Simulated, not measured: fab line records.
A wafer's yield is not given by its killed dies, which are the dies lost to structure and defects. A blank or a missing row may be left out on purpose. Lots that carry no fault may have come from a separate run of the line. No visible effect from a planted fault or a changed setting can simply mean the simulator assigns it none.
A single fault, viewed from 2 desks | flow nand-harc | each desk has only its own numbers; what lay behind them comes last

AT THE METROLOGY DESK
Lot by lot, what the gauges showed, no matter which tool ran the lot: averages of those sampled wafers that carry a number. The brackets show how far a lot's mean lies from the usual mean; more than 4 standard deviations puts the lot out of limits, marked OUT.
Columns: A = cd-nm at NHARC_A_SLIT_CD_MEAS_09, usual 300.1 nm
lot  | first seen here | A
L762 | day 20 04:43    | 300.2
L765 | day 20 22:37    | 299.9
L766 | day 20 22:52    | 299.4
L764 | day 20 23:03    | 300.0
L763 | day 21 02:50    | 299.9
L769 | day 22 18:35    | 300.1
L768 | day 22 20:14    | 300.2
L772 | day 24 08:39    | 300.4
L770 | day 24 16:26    | 299.6
L774 | day 25 03:40    | 300.2
L780 | day 27 19:12    | 300.3
L781 | day 28 05:01    | 300.4
This desk found nothing out of limits on any of the 12 lots.

AT THE TOOL OWNER'S DESK: rie-metal-03
The tool's own readings at NHARC_A_WL_FILL_ETCHBACK_04 (etches the open film in NF3, target depth 60 nm, time 120 s): means of the sampled wafers that have a number, for each lot that ran on this tool. The brackets show how far a lot's mean lies from the usual mean; more than 4 standard deviations puts the lot out of limits, marked OUT.
Columns: A = chamber-pressure-mTorr at NHARC_A_WL_FILL_ETCHBACK_04, usual 300.01 mTorr; B = drypump-motor-current-A at NHARC_A_WL_FILL_ETCHBACK_04, usual 5.62 A; C = oes-product-au at NHARC_A_WL_FILL_ETCHBACK_04, usual 1.001 a.u.; D = run-length-s at NHARC_A_WL_FILL_ETCHBACK_04, usual 141.2 s
lot  | first seen here | A      | B    | C     | D
L766 | day 21 13:29    | 299.94 | 5.66 | 1.001 | 141.3
L769 | day 23 09:07    | 300.11 | 5.68 | 0.991 | 141.4
L772 | day 24 23:26    | 300.06 | 5.62 | 0.997 | 140.9
L780 | day 28 09:44    | 299.97 | 5.59 | 0.995 | 134.6 (-13) OUT
L781 | day 28 19:47    | 300.14 | 5.70 | 0.994 | 134.9 (-13) OUT
Finding of this desk: L780, L781 out of limits; the first was L780 at day 28 09:44, on run-length-s at NHARC_A_WL_FILL_ETCHBACK_04. L766, L769, L772: within limits.

BROUGHT TOGETHER
On L780, L781, at day 28 09:44, an alarm was possible from the tool owner's desk.
Metrology desk: nothing out of limits seen.
The metrology desk has L780, L781 on record, within its limits.
The lots listed all ran NHARC_A_WL_FILL_ETCHBACK_04 on rie-metal-03.

WHAT WAS PUT IN BY THE SIMULATOR
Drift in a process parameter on rie-metal-03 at NHARC_A_WL_FILL_ETCHBACK_04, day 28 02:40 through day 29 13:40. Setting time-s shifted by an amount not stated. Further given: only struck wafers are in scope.
Shown lots that were struck: L780, L781.
Delay in hours, fault start to first out-of-limits reading, by desk: the tool owner's desk at 7.
